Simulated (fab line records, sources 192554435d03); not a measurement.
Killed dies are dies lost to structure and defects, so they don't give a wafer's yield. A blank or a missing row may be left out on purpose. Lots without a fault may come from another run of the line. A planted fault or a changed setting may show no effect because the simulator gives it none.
fab line records | flow n5_finfet
record lots=5 wafers=15 last_day=19
route steps=1938 shown BEOL_M12@1649 BEOL_M13@1659
lots that met no fault: from a run of the same line without faults
start_h: hours from the record's first day to the start of the lot's first wafer shown | wait_h: hours since the lot's step before | " the same as in the row above | L1.1+2: a row that stands for several wafers | - no value, or no start given | * or withheld: withheld | < > ~ a bound
route shown NAME@n: a module of which the file shows steps, and the number in the route of the first | usual: mean/standard deviation of fault-free wafers | same: alike in all rows | chamber/n: place in a boat | sites: the reading at each site | _std_site: their standard deviation | _edge_site: outer sites' mean less inner sites' | radius_mm: how far each site lies from the wafer's centre | mask NAME#n: copy n | behind: the tool/chamber that last shaped the wafer | hold: why the lot was held/for how many hours/how that ended | device: the transistor (n, p or np) that didn't switch | end of line: the same wafers' tests at the end of the route | a step without rows: its recipe alone | killed: dies lost to structure and defects at the first sort, not the wafer's yield | map: a wafer's dies, x killed, . not, _ none there
set.NAME: the setting as run; set.NAME@STEP: as run at that earlier step | model.NAME: the simulator's own value behind a step, which no gauge read
lots at some steps of the route; a table a step, a row a wafer
services: from which hour (start_h, from the record's first day; less than 0 if before it) a tool's chamber was out of use, for how many hours, and why
## steps
# step N5_BEOL_M12_SPUTTER_44
# recipe material=Ta target_thk_a=100 temp_c=50 bias_v=80 power_w=15000 chamber_pressure_pa=0.07 time_s=16.13
# step N5_BEOL_M12_SPUTTER_45
# recipe material=Cu target_thk_a=800 temp_c=-20 bias_v=60 power_w=26000 chamber_pressure_pa=0.13 time_s=13.33
# step N5_BEOL_M12_ECD_47
# recipe material=Cu target_thk_a=7200
# step N5_BEOL_M12_ANNEAL_48
# recipe temp_c=225 time_s=90 ambient=N2
# step N5_BEOL_M12_CMP_49
# recipe stop_on=SiOC t_overpolish_s=20.6 down_force_psi=1 platen_rpm=50 clearing_platen_down_force_psi=1.5 clearing_platen_rpm=50 post_cmp_clean=cu_alkaline target_thk_nm=320 clearing_platen_pad_velocity_m_s=0.99484 pad_velocity_m_s=0.99484
# step N5_BEOL_M12_PRE_CLEAN_52
# recipe gas=NH3 time_s=15 temp_c=withheld rf_power_w=300
# step N5_BEOL_M12_DEP_53
# recipe material=SiCN target_thk_a=300 temp_c=withheld precursor=3MS/NH3 pressure_torr=3 rf_w=675 time_s=10.5
# step N5_BEOL_M13_ILD_DEP_00
# recipe material=SiOC target_thk_a=8379.2 temp_c=350 precursor=DEMS/O2 pressure_torr=5 rf_w=500 time_s=166.4
# step N5_BEOL_M13_COAT_58
# recipe resist=BARC temp_c=205 time_s=60 spin_rpm=1500 resist_thk_nm=89
# usual chill_plate_temp_C=22.99/0.11 spin_speed_rpm=1499.9/1
# same time_s=60
# columns lot.wafer tool chamber start_h wait_h chill_plate_temp_C spin_speed_rpm model.BARC_of_BEOL_M13_COAT_58.thk_nm
L455.2 litho_track-04 0 326.12 0.0 23.09 1311.9 95.6
L455.5 " 0 " " 23.20 1313.4 95.6
L455.6 " 0 " " 23.16 1312.6 95.6
L456.2 litho_track-04 0 329.69 0.0 22.79 1311.3 95
L456.4 " 0 " " 22.89 1313.1 95.2
L456.6 " 0 " " 22.79 1312.1 95.4
L457.1 litho_track-04 0 333.66 0.0 23.02 1311.4 95.4
L457.3 " 0 " " 23.02 1310.8 95.2
L457.5 " 0 " " 23.15 1311.7 95.2
L463.2 litho_track-02 0 366.36 0.0 22.96 1500.8 88.8
L463.4 " 0 " " 23.05 1500.4 88.6
L463.5 " 0 " " 23.21 1501.0 88.8
L469.2 litho_track-04 0 410.14 0.0 22.86 1499.9 88.6
L469.5 " 0 " " 23.14 1500.0 88.6
L469.6 " 0 " " 23.10 1497.4 88.6
# step N5_BEOL_M13_COAT_04
# recipe spin_rpm=1625 resist_thk_nm=400
# step N5_BEOL_M13_EBR_06
# recipe solvent=PGMEA ebr_width_mm=1.5
# step N5_BEOL_M13_SOFTBAKE_05
# recipe temp_c=130 time_s=60
# step N5_BEOL_M13_EXPOSE_07
# recipe mask_id=V12 na=0.93 source_shape=conventional sigma_outer=0.6 polarization=unpolarized attpsm_phase_deg=180 dose_mj=24.8
# step N5_BEOL_M13_PEB_08
# recipe peb_temp_c=130 peb_time_s=90
# step N5_BEOL_M13_DEVELOP_09
# recipe develop_time_s=45 rinse_liquid=diw dry=air_spin dev_temp_c=21
# step N5_BEOL_M13_HARDBAKE_14
# recipe temp_c=130 time_s=120
# step N5_BEOL_M13_DESCUM_15
# recipe chemistry=O2 time_s=7.9 source_power_w=50 bias_power_w=20 pressure_mtorr=20 rf_frequency_hz=2.712e+07 temp_c=40 o2_flow_sccm=225
# step N5_BEOL_M13_ETCH_59
# recipe chemistry=N2/H2 target=BARC target_depth_a=890 overetch_a=267 time_s=67.9 ion_energy_ev=200 pressure_mtorr=30 source_w=840 bias_w=150 n2_flow_sccm=200 h2_flow_sccm=200
# usual drypump_motor_current_A=5.7/0.65 oes_product_au=0.68/0.058 rf_vpp_V=523.7/2.4 showerhead_plenum_p_Torr=2.54/0.084 throttle_valve_pct=17.87/0.19
# same time_s=67.9
# columns lot.wafer tool chamber start_h wait_h drypump_motor_current_A oes_product_au rf_hours_counter_h rf_vpp_V showerhead_plenum_p_Torr throttle_valve_pct model.etch.depth_nm
L455.2 rie_diel-04 2 326.64 0.0 6.2 0.66 172 521.1 2.43 18.19 95.53
L455.5 " 0 " " 5.3 0.78 - 527.6 2.70 17.70 95.51
L455.6 " 3 " " 5.9 0.75 - 524.0 2.57 17.75 95.66
L456.2 rie_diel-06 0 330.21 0.0 6.3 0.74 73 523.6 2.58 17.78 95.07
L456.4 " 3 " " 5.1 0.62 249 521.5 2.40 18.35 95.26
L456.6 " 2 " " 6.6 0.76 - 524.0 2.58 17.98 95.32
L457.1 rie_diel-01 3 334.18 0.0 5.4 0.74 48 521.4 2.47 17.53 95.37
L457.3 " 0 " " 5.4 0.69 118 525.3 2.56 17.81 95.22
L457.5 " 3 " " 5.4 0.74 - 522.1 2.47 17.54 95.22
L463.2 rie_diel-01 2 366.75 0.0 4.8 0.61 200 521.0 2.42 17.99 88.78
L463.4 " 1 " " 6.8 0.65 138 524.0 2.55 17.91 88.56
L463.5 " 2 " " 4.8 0.61 - 519.2 2.42 17.99 88.7
L469.2 rie_diel-04 2 411.12 0.0 6.2 0.62 197 519.5 2.42 18.23 88.69
L469.5 " 3 " " 5.8 0.69 - 524.6 2.56 17.78 88.6
L469.6 " 0 " " 5.3 0.72 - 529.2 2.68 17.73 88.52
# step N5_BEOL_M13_VIA_ETCH_16
# recipe chemistry=C4F8/O2/Ar target=SiOC pressure_mtorr=30 source_w=3000 bias_w=700 Ar_flow_sccm=400 C4F8_flow_sccm=15 O2_flow_sccm=8 he_inner_torr=15 he_outer_torr=30 target_depth_a=9217 time_s=withheld ion_energy_ev=250 ends=cleared
# step N5_BEOL_M13_STRIP_63
# recipe chemistry=N2/H2 power_w=1000 temp_c=250 h2_frac=0.65 overash_fraction=0.3 pressure_mtorr=1000 n2_flow_sccm=1750 h2_flow_sccm=3250
# step N5_BEOL_M13_STRIP_64
# recipe chemistry=N2/H2 power_w=1000 temp_c=250 h2_frac=0.65 overash_fraction=0.3 pressure_mtorr=withheld n2_flow_sccm=1750 h2_flow_sccm=3250
# usual drypump_motor_current_A=5.5/0.53 heater_power_w=332/30 oes_product_au=0.714/0.0048 strip_time_to_endpoint_s=31.29/0.074
# columns lot.wafer tool chamber start_h wait_h drypump_motor_current_A heater_power_w oes_product_au rf_hours_counter_h strip_time_to_endpoint_s
L455.2 plasma_asher-01 0 326.98 0.0 5.6 365 0.709 146 33.17
L455.5 " 0 " " 5.7 362 0.714 - 33.18
L455.6 " 1 " " 4.8 292 0.717 - 33.20
L456.2 plasma_asher-01 1 330.61 0.0 4.7 292 0.709 147 33.03
L456.4 " 0 " " 5.7 362 0.717 - 33.09
L456.6 " 1 " " 4.8 294 0.712 - 33.11
L457.1 plasma_asher-01 1 334.52 0.0 4.7 295 0.714 148 33.11
L457.3 " 1 " " 4.7 296 0.709 - 33.08
L457.5 " 1 " " 4.7 292 0.721 - 33.09
L463.2 plasma_asher-01 1 367.14 0.0 4.8 303 0.710 154 31.24
L463.4 " 1 " " 4.7 298 0.716 - 31.19
L463.5 " 1 " " 4.8 289 0.712 - 31.22
L469.2 plasma_asher-02 0 411.47 0.0 6.1 343 0.716 93 31.21
L469.5 " 0 " " 6.1 347 0.715 - 31.20
L469.6 " 1 " " 5.9 332 0.709 - 31.16
# step N5_BEOL_M13_STRIP_71
# recipe chemistry=post_etch_residue_remover time_s=60 temp_c=25 remover_ph=withheld remover_water_wt_pct=withheld remover_fluoride_wt_pct=withheld
## services
# columns tool chamber start_h hours kind
rie_diel-01 - 326.60 0.4 repair
plasma_asher-02 - 329.02 2.8 pm
rie_diel-06 3 333.41 3.6 repair
rie_diel-06 3 337.04 - clean
rie_diel-06 3 337.04 - consumable_replace:focus_ring
rie_diel-06 3 337.04 - consumable_replace:showerhead
rie_diel-06 3 337.04 15.9 scheduled_down
rie_diel-06 3 337.04 15.9 vent_cycle
rie_diel-01 - 344.99 2.8 pm
rie_diel-06 1 353.26 - clean
rie_diel-06 1 353.26 - consumable_replace:focus_ring
rie_diel-06 1 353.26 20.5 scheduled_down
rie_diel-06 1 353.26 20.5 vent_cycle
litho_track-02 - 362.05 - consumable_replace:filter
rie_diel-01 1 375.05 1.9 repair
rie_diel-06 3 387.37 2.9 repair
## key
first_sign step=N5_BEOL_M13_COAT_58 reading=spin_speed_rpm direction=down sigmas=99+ usual=* struck=*
effect step=N5_BEOL_M13_STRIP_64 reading=strip_time_to_endpoint_s direction=up sigmas=25 usual=* struck=*
model_effect step=N5_BEOL_M13_COAT_58 value=BARC_of_BEOL_M13_COAT_58.thk_nm without=89.2 struck=95.36
model_effect step=N5_BEOL_M13_ETCH_59 value=etch.depth_nm without=89.2 struck=95.35
met_at N5_BEOL_M13_COAT_58
struck_wafers L455.2,L455.5,L455.6,L456.2,L456.4,L456.6,L457.1,L457.3,L457.5
fault kind=process_parameter_drift tool=litho_track-04 chamber=- onset_h=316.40 steps=N5_BEOL_M13_COAT_58 channel=spin_rpm offset=* shape=step end_h=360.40 acts_in=* stated=*
